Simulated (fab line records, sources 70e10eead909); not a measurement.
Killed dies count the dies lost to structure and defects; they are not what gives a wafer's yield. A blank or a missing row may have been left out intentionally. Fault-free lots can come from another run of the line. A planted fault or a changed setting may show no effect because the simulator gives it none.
fab line records | flow nandHarc
[record] lots = 14 | wafers = 42 | lastDay = 34
route steps=1302 shown A_SOURCE_PLATE@420 A_ONON_D1@433 END@1302
lots with no fault: from the same line, run without faults
startH: hours from the record's first day to the start of the lot's first wafer shown | waitH: hours since the lot's step before | " identical to the entry in the row above | L1.1+2: several wafers, shown together as one row | - value missing, or start not given | * or withheld: withheld | < > ~ a bound
route shown NAME@n: names a module that has steps shown in the file, with the first one's number in the route | usual: the fault-free wafers' mean and standard deviation | same: alike in all rows | chamber/n: place in a boat | sites: per-site readings | _std_site: the values' standard deviation | _edge_site: inner sites' mean taken away from outer sites' mean | radiusMm: for every site, how far away it sits from the centre of the wafer | mask NAME#n: copy n | behind: the tool/chamber that last shaped the wafer | hold: what put the lot on hold/how long, in hours/how the hold closed | device: transistor that didn't switch, given as n, p or np | end of line: tests run on the same wafers once the route is complete | a step with no rows: only its recipe | killed: count of dies lost to structure and defects at first sort (not the wafer's yield) | map: dies across one wafer; x = killed, . = not, _ = none there
set.NAME: the setting the step ran with; set.NAME@STEP: the setting that earlier step ran with | model.NAME: the simulator's own value behind a step, which no gauge read
steps of the route over a sample of lots; a table a step, a row a wafer
services: when a tool's chamber went out of use (startH, in hours from the record's first day, below 0 if earlier), for how many hours, and the reason
[[steps]]
[step NHARC_A_SOURCE_PLATE_THK_MEAS_06]
[recipe] thkMeasGauge = ellipsometry
[usual] thkNm = 199.7/1.7
lot.wafer | tool         | chamber | startH | waitH | thkNm
L494.2    | filmMetro-01 | -       | 162.12 | 0.4   | 202.7
L494.5    | "            | -       | "      | "     | 203.1
L494.6    | "            | -       | "      | "     | 202.0
L495.1    | filmMetro-01 | -       | 172.29 | 0.4   | 199.8
L495.2    | "            | -       | "      | "     | 198.9
L495.5    | "            | -       | "      | "     | 198.6
L496.1    | filmMetro-02 | -       | 185.76 | 0.4   | 197.6
L496.3    | "            | -       | "      | "     | 196.4
L496.4    | "            | -       | "      | "     | 196.5
L497.1    | filmMetro-02 | -       | 189.02 | 0.4   | 199.4
L497.4    | "            | -       | "      | "     | 199.9
L497.5    | "            | -       | "      | "     | 199.5
L498.1    | filmMetro-01 | -       | 214.97 | 0.4   | 198.9
L498.2    | "            | -       | "      | "     | 202.1
L498.5    | "            | -       | "      | "     | 201.2
L499.2    | filmMetro-02 | -       | 214.97 | 0.4   | 198.5
L499.5    | "            | -       | "      | "     | 201.9
L499.6    | "            | -       | "      | "     | 199.0
L501.1    | filmMetro-02 | -       | 241.93 | 0.4   | 197.9
L501.2    | "            | -       | "      | "     | 198.3
L501.4    | "            | -       | "      | "     | 200.3
L502.2    | filmMetro-01 | -       | 241.93 | 0.4   | 200.7
L502.3    | "            | -       | "      | "     | 200.6
L502.5    | "            | -       | "      | "     | 199.2
L504.1    | filmMetro-02 | -       | 261.08 | 0.4   | 199.1
L504.3    | "            | -       | "      | "     | 197.8
L504.5    | "            | -       | "      | "     | 196.7
L510.1    | filmMetro-01 | -       | 332.27 | 0.4   | 198.5
L510.3    | "            | -       | "      | "     | 200.6
L510.5    | "            | -       | "      | "     | 201.0
L511.1    | filmMetro-02 | -       | 332.27 | 0.4   | 201.4
L511.3    | "            | -       | "      | "     | 201.5
L511.6    | "            | -       | "      | "     | 200.4
L513.1    | filmMetro-01 | -       | 349.42 | 0.4   | 200.3
L513.4    | "            | -       | "      | "     | 199.7
L513.6    | "            | -       | "      | "     | 200.6
L516.2    | filmMetro-01 | -       | 384.74 | 0.4   | 199.7
L516.3    | "            | -       | "      | "     | 200.8
L516.5    | "            | -       | "      | "     | 200.6
L517.2    | filmMetro-01 | -       | 398.46 | 0.4   | 200.6
L517.4    | "            | -       | "      | "     | 198.9
L517.5    | "            | -       | "      | "     | 199.0
[step NHARC_A_ONON_D1_THK_MEAS_14]
[recipe] thkMeasGauge = ellipsometry
[usual] thkNm = 998/11
lot.wafer | tool         | chamber | startH | waitH | thkNm
L494.2    | filmMetro-01 | -       | 165.05 | -     | 1016
L494.5    | "            | -       | "      | "     | 1015
L494.6    | "            | -       | "      | "     | 1015
L495.1    | filmMetro-01 | -       | 175.20 | -     | 998
L495.2    | "            | -       | "      | "     | 999
L495.5    | "            | -       | "      | "     | 999
L496.1    | filmMetro-02 | -       | 188.67 | -     | 985
L496.3    | "            | -       | "      | "     | 983
L496.4    | "            | -       | "      | "     | 983
L497.1    | filmMetro-01 | -       | 191.95 | -     | 1001
L497.4    | "            | -       | "      | "     | 1000
L497.5    | "            | -       | "      | "     | 1000
L498.1    | filmMetro-01 | -       | 217.88 | -     | 988
L498.2    | "            | -       | "      | "     | 988
L498.5    | "            | -       | "      | "     | 989
L499.2    | filmMetro-02 | -       | 217.90 | -     | 1016
L499.5    | "            | -       | "      | "     | 1016
L499.6    | "            | -       | "      | "     | 1015
L502.2    | filmMetro-01 | -       | 244.85 | -     | 1000
L502.3    | "            | -       | "      | "     | 1001
L502.5    | "            | -       | "      | "     | 1004
L501.1    | filmMetro-02 | -       | 244.87 | -     | 999
L501.2    | "            | -       | "      | "     | 998
L501.4    | "            | -       | "      | "     | 998
L504.1    | filmMetro-02 | -       | 264.05 | -     | 1004
L504.3    | "            | -       | "      | "     | 1004
L504.5    | "            | -       | "      | "     | 1007
L511.1    | filmMetro-01 | -       | 335.17 | -     | 1002
L511.3    | "            | -       | "      | "     | 1004
L511.6    | "            | -       | "      | "     | 1003
L510.1    | filmMetro-01 | -       | 335.18 | -     | 990
L510.3    | "            | -       | "      | "     | 991
L510.5    | "            | -       | "      | "     | 989
L513.1    | filmMetro-02 | -       | 352.33 | -     | 1002
L513.4    | "            | -       | "      | "     | 1002
L513.6    | "            | -       | "      | "     | 1001
L516.2    | filmMetro-01 | -       | 387.65 | -     | 1000
L516.3    | "            | -       | "      | "     | 1000
L516.5    | "            | -       | "      | "     | 998
L517.2    | filmMetro-02 | -       | 401.37 | -     | 1011
L517.4    | "            | -       | "      | "     | 1012
L517.5    | "            | -       | "      | "     | 1012
[step NHARC_A_ONON_D1_DEP_16]
[recipe] targetThkA = 10000 | n2FlowSccm = 2750 | n2oFlowSccm = 2000 | nh3FlowSccm = 500 | sih4FlowSccm = 210 | tempC = 400
[usual] n2FlowSccm = 2748/8.4
lot.wafer | tool         | chamber | startH | waitH | n2FlowSccm
L494.2    | pecvdOnon-01 | 0       | 175.75 | 0.1   | 2747
L494.5    | "            | 0       | "      | "     | 2739
L494.6    | "            | 0       | "      | "     | 2756
L495.1    | pecvdOnon-04 | 0       | 182.50 | 0.1   | 2750
L495.2    | "            | 0       | "      | "     | 2740
L495.5    | "            | 0       | "      | "     | 2746
L497.1    | pecvdOnon-01 | 0       | 196.38 | 0.1   | 2729
L497.4    | "            | 0       | "      | "     | 2742
L497.5    | "            | 0       | "      | "     | 2736
L496.1    | pecvdOnon-04 | 0       | 196.38 | 0.1   | 2760
L496.3    | "            | 0       | "      | "     | 2763
L496.4    | "            | 0       | "      | "     | 2765
L498.1    | pecvdOnon-02 | 0       | 227.29 | 0.1   | 2744
L498.2    | "            | 0       | "      | "     | 2737
L498.5    | "            | 0       | "      | "     | 2740
L499.2    | pecvdOnon-04 | 0       | 227.34 | 0.1   | 2759
L499.5    | "            | 0       | "      | "     | 2751
L499.6    | "            | 0       | "      | "     | 2763
L501.1    | pecvdOnon-04 | 0       | 251.96 | 0.1   | 2750
L501.2    | "            | 0       | "      | "     | 2757
L501.4    | "            | 0       | "      | "     | 2753
L502.2    | pecvdOnon-01 | 0       | 252.01 | 0.1   | 2747
L502.3    | "            | 0       | "      | "     | 2748
L502.5    | "            | 0       | "      | "     | 2747
L504.1    | pecvdOnon-04 | 0       | 271.35 | 0.1   | 2736
L504.3    | "            | 0       | "      | "     | 2741
L504.5    | "            | 0       | "      | "     | 2748
L511.1    | pecvdOnon-04 | 0       | 343.00 | 0.1   | 2748
L511.3    | "            | 0       | "      | "     | 2754
L511.6    | "            | 0       | "      | "     | 2751
L510.1    | pecvdOnon-01 | 0       | 343.00 | 0.1   | 2742
L510.3    | "            | 0       | "      | "     | 2741
L510.5    | "            | 0       | "      | "     | 2758
L513.1    | pecvdOnon-01 | 0       | 359.62 | 0.1   | 2759
L513.4    | "            | 0       | "      | "     | 2757
L513.6    | "            | 0       | "      | "     | 2758
L516.2    | pecvdOnon-04 | 0       | 396.71 | 0.1   | 2744
L516.3    | "            | 0       | "      | "     | 2744
L516.5    | "            | 0       | "      | "     | 2738
L517.2    | pecvdOnon-02 | 0       | 408.51 | 0.1   | 2735
L517.4    | "            | 0       | "      | "     | 2741
L517.5    | "            | 0       | "      | "     | 2738
[step NHARC_A_ONON_D1_THK_MEAS_18]
[recipe] thkMeasGauge = ellipsometry
[usual] thkNm = 999/10
lot.wafer | tool         | chamber | startH | waitH | thkNm
L494.2    | filmMetro-02 | -       | 176.21 | -     | 997
L494.5    | "            | -       | "      | "     | 999
L494.6    | "            | -       | "      | "     | 998
L495.1    | filmMetro-02 | -       | 183.01 | -     | 991
L495.2    | "            | -       | "      | "     | 992
L495.5    | "            | -       | "      | "     | 990
L496.1    | filmMetro-01 | -       | 196.89 | -     | 987
L496.3    | "            | -       | "      | "     | 988
L496.4    | "            | -       | "      | "     | 988
L497.1    | filmMetro-01 | -       | 196.90 | -     | 1002
L497.4    | "            | -       | "      | "     | 1000
L497.5    | "            | -       | "      | "     | 1000
L499.2    | filmMetro-01 | -       | 227.80 | -     | 978
L499.5    | "            | -       | "      | "     | 981
L499.6    | "            | -       | "      | "     | 979
L498.1    | filmMetro-02 | -       | 227.80 | -     | 999
L498.2    | "            | -       | "      | "     | 1000
L498.5    | "            | -       | "      | "     | 999
L501.1    | filmMetro-01 | -       | 252.47 | -     | 1000
L501.2    | "            | -       | "      | "     | 999
L501.4    | "            | -       | "      | "     | 999
L502.2    | filmMetro-02 | -       | 252.47 | -     | 997
L502.3    | "            | -       | "      | "     | 993
L502.5    | "            | -       | "      | "     | 995
L504.1    | filmMetro-02 | -       | 271.87 | -     | 1008
L504.3    | "            | -       | "      | "     | 1007
L504.5    | "            | -       | "      | "     | 1008
L511.1    | filmMetro-02 | -       | 343.51 | -     | 997
L511.3    | "            | -       | "      | "     | 996
L511.6    | "            | -       | "      | "     | 998
L510.1    | filmMetro-01 | -       | 343.51 | -     | 1516
L510.3    | "            | -       | "      | "     | 1518
L510.5    | "            | -       | "      | "     | 1519
L513.1    | filmMetro-01 | -       | 360.13 | -     | 1518
L513.4    | "            | -       | "      | "     | 1519
L513.6    | "            | -       | "      | "     | 1517
L516.2    | filmMetro-01 | -       | 397.17 | -     | 991
L516.3    | "            | -       | "      | "     | 991
L516.5    | "            | -       | "      | "     | 991
L517.2    | filmMetro-01 | -       | 408.96 | -     | 1004
L517.4    | "            | -       | "      | "     | 1004
L517.5    | "            | -       | "      | "     | 1005
[step NHARC_END_SORT_01]
[recipe] tempC = 25
[usual] killedAtArray = 53/18 | killedAtOther = 0.8/1.1 | killedAtPeriphery = 4.1/2.7 | killedDies = 58/18 | killedOpen = 3.1/1.7 | killedShort = 2.7/1.7
[same] grossDies = 677
lot.wafer | tool      | chamber | startH | waitH | killedAtArray | killedAtOther | killedAtPeriphery | killedDies | killedOpen | killedShort
L502.2    | prober-01 | 0       | 658.05 | 2.8   | 96            | 0             | 2                 | 98         | 3          | 3
L502.3    | prober-01 | 0       | 658.85 | 3.1   | 74            | 0             | 5                 | 79         | 4          | 4
L502.5    | prober-01 | 0       | 660.46 | 3.7   | 66            | 0             | 2                 | 68         | 2          | 6
L504.1    | prober-02 | 0       | 667.64 | 2.5   | 60            | 1             | 5                 | 66         | 5          | 5
L504.3    | prober-02 | 0       | 669.26 | 3.1   | 57            | 1             | 3                 | 61         | 3          | 5
L504.5    | prober-02 | 0       | 670.88 | 3.7   | 72            | 1             | 1                 | 74         | 1          | 2
L510.1    | prober-01 | 0       | 733.41 | 2.5   | 676           | 0             | 1                 | 677        | 4          | 4
L510.3    | prober-01 | 0       | 735.01 | 3.1   | 673           | 1             | 3                 | 677        | 3          | 4
L510.5    | prober-01 | 0       | 736.61 | 3.7   | 675           | 0             | 2                 | 677        | 4          | 2
L513.1    | prober-01 | 0       | 752.87 | 2.5   | 671           | 1             | 5                 | 677        | 1          | 0
L513.4    | prober-01 | 0       | 755.23 | 3.4   | 676           | 0             | 1                 | 677        | 4          | 2
L513.6    | prober-01 | 0       | 756.81 | 3.9   | 673           | 0             | 4                 | 677        | 3          | 1
// killed by level:class
L502.2 A_SLIT:chamberFilmFlake=37 A_CHANNEL_HOLE_D1:chamberFilmFlake=30 A_CHANNEL_HOLE_D2:chamberFilmFlake=12 A_STAIRCASE:chamberFilmFlake=4 A_CONTACT:chamberFilmFlake=4 A_ONON_D1:geometricParticle:short=3 P_STI:chamberFilmFlake=2 A_DECK1_JOINT:chamberFilmFlake=2
L502.3 A_SLIT:chamberFilmFlake=26 A_CHANNEL_HOLE_D1:chamberFilmFlake=16 A_CHANNEL_HOLE_D2:chamberFilmFlake=13 A_STAIRCASE:chamberFilmFlake=9 A_CHANNEL_HOLE_D2:geometricParticle:open=2 P_STI:chamberFilmFlake=2 A_DECK1_JOINT:chamberFilmFlake=2 P_CONTACT:geometricParticle:open=1
L502.5 A_SLIT:chamberFilmFlake=27 A_CHANNEL_HOLE_D2:chamberFilmFlake=12 A_CHANNEL_HOLE_D1:chamberFilmFlake=10 A_STAIRCASE:chamberFilmFlake=6 A_CONTACT:chamberFilmFlake=3 A_CHANNEL_FILL_D1:geometricParticle:short=2 A_CHANNEL_FILL_D1:chamberFilmFlake=2 P_CONTACT:geometricParticle:open=1
L504.1 A_SLIT:chamberFilmFlake=32 A_CHANNEL_HOLE_D1:chamberFilmFlake=14 A_STAIRCASE:chamberFilmFlake=2 A_CHANNEL_HOLE_D2:unspecified=2 A_CONTACT:chamberFilmFlake=2 P_CONTACT:geometricParticle:open=1 P_M0:geometricParticle:open=1 P_M2:geometricParticle:short=1
L504.3 A_SLIT:chamberFilmFlake=25 A_CHANNEL_HOLE_D1:chamberFilmFlake=17 A_STAIRCASE:chamberFilmFlake=6 A_CHANNEL_FILL_D1:chamberFilmFlake=2 P_CONTACT:geometricParticle:short=1 P_M0:geometricParticle:short=1 P_M2:geometricParticle:open=1 A_CHANNEL_FILL_D1:geometricParticle:open=1
L504.5 A_CHANNEL_HOLE_D1:chamberFilmFlake=40 A_SLIT:chamberFilmFlake=19 A_CHANNEL_FILL_D1:chamberFilmFlake=2 A_CHANNEL_HOLE_D2:unspecified=2 A_STAIRCASE:chamberFilmFlake=2 A_CONTACT:chamberFilmFlake=2 P_STI:geometricParticle:short=1 A_CHANNEL_FILL_D2:geometricParticle:open=1
L510.1 A_ONON_D1:areaDep=616 A_SLIT:chamberFilmFlake=15 A_CHANNEL_HOLE_D1:chamberFilmFlake=14 A_CHANNEL_HOLE_D2:chamberFilmFlake=13 A_STAIRCASE:chamberFilmFlake=3 A_CONTACT:chamberFilmFlake=3 A_CHANNEL_FILL_D1:geometricParticle:short=2 A_DECK1_JOINT:geometricParticle:open=2
L510.3 A_ONON_D1:areaDep=582 A_CHANNEL_HOLE_D1:chamberFilmFlake=31 A_SLIT:chamberFilmFlake=30 A_CHANNEL_HOLE_D2:chamberFilmFlake=17 A_STAIRCASE:chamberFilmFlake=4 A_CONTACT:chamberFilmFlake=4 P_GATE:geometricParticle:short=1 P_CONTACT:geometricParticle:open=1
L510.5 A_ONON_D1:areaDep=603 A_SLIT:chamberFilmFlake=22 A_CHANNEL_HOLE_D2:chamberFilmFlake=16 A_CHANNEL_HOLE_D1:chamberFilmFlake=15 A_CONTACT:chamberFilmFlake=5 A_WL_FILL:chamberFilmFlake=4 A_STAIRCASE:chamberFilmFlake=3 A_CHANNEL_FILL_D2:geometricParticle:open=2
L513.1 A_ONON_D1:areaDep=582 A_CHANNEL_HOLE_D1:chamberFilmFlake=36 A_SLIT:chamberFilmFlake=25 A_CHANNEL_HOLE_D2:chamberFilmFlake=19 A_CONTACT:chamberFilmFlake=4 P_GATE:chamberFilmFlake=3 A_STAIRCASE:chamberFilmFlake=3 P_ZERO_WELL:chamberFilmFlake=2
L513.4 A_ONON_D1:areaDep=605 A_SLIT:chamberFilmFlake=33 A_CHANNEL_HOLE_D2:chamberFilmFlake=16 A_CHANNEL_HOLE_D1:chamberFilmFlake=9 A_STAIRCASE:chamberFilmFlake=2 A_CHANNEL_FILL_D2:chamberFilmFlake=2 A_CHANNEL_FILL_D1:geometricParticle:open=1 A_ONON_D2:geometricParticle:open=1
L513.6 A_ONON_D1:areaDep=603 A_SLIT:chamberFilmFlake=35 A_CHANNEL_HOLE_D2:chamberFilmFlake=17 A_CHANNEL_HOLE_D1:chamberFilmFlake=13 P_GATE:chamberFilmFlake=2 A_CHANNEL_FILL_D2:geometricParticle:short=1 A_SGD_CUT:geometricParticle:open=1 A_BLC:geometricParticle:open=1
[[services]]
tool         | chamber | startH | hours | kind
pecvdOnon-02 | -       | 185.33 | 13.0  | pm
pecvdOnon-01 | -       | 269.00 | 13.0  | pm
pecvdOnon-04 | -       | 311.09 | 13.0  | pm
pecvdOnon-02 | -       | 366.33 | 13.0  | pm
[[key]]
[firstSign] step = NHARC_A_ONON_D1_THK_MEAS_18 | reading = thkNm | direction = up | sigmas = 49 | usual = 999 | struck = 1518
[effect] step = NHARC_END_SORT_01 | reading = killedDies | direction = up | sigmas = 34 | usual = 58 | struck = 677
[moreKillsBornAt] NHARC_A_ONON_D1_DEP_16@pecvdOnon-01 = 3591
metAt NHARC_A_ONON_D1_DEP_16
struckLots L510,L513
laterRowsLeftOut L510.1,L510.3,L510.5,L513.1,L513.4,L513.6
testerLeftOut L510,L513
notActingAt NHARC_A_SOURCE_PLATE_THK_MEAS_06,NHARC_A_ONON_D1_THK_MEAS_14
onsetBetween 252.01 343.00
[fault] kind = processParameterDrift | tool = pecvdOnon-01 | chamber = - | onsetH = 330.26 | steps = NHARC_A_ONON_D1_DEP_16 | channel = targetThkA | offset = * | shape = step | endH = 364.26 | actsIn = * | stated = *
// testerLeftOut: of these lots the tester's yield and bins aren't shown, on N5 and GAA mostly nor the transistor test; their killed dies are dies lost to structure and defects alone, not to doping, threshold or leakage, so they don't give the yield
// laterRowsLeftOut: the simulator's readings of these wafers behind a module that went badly wrong aren't trusted and aren't shown, but for the sort
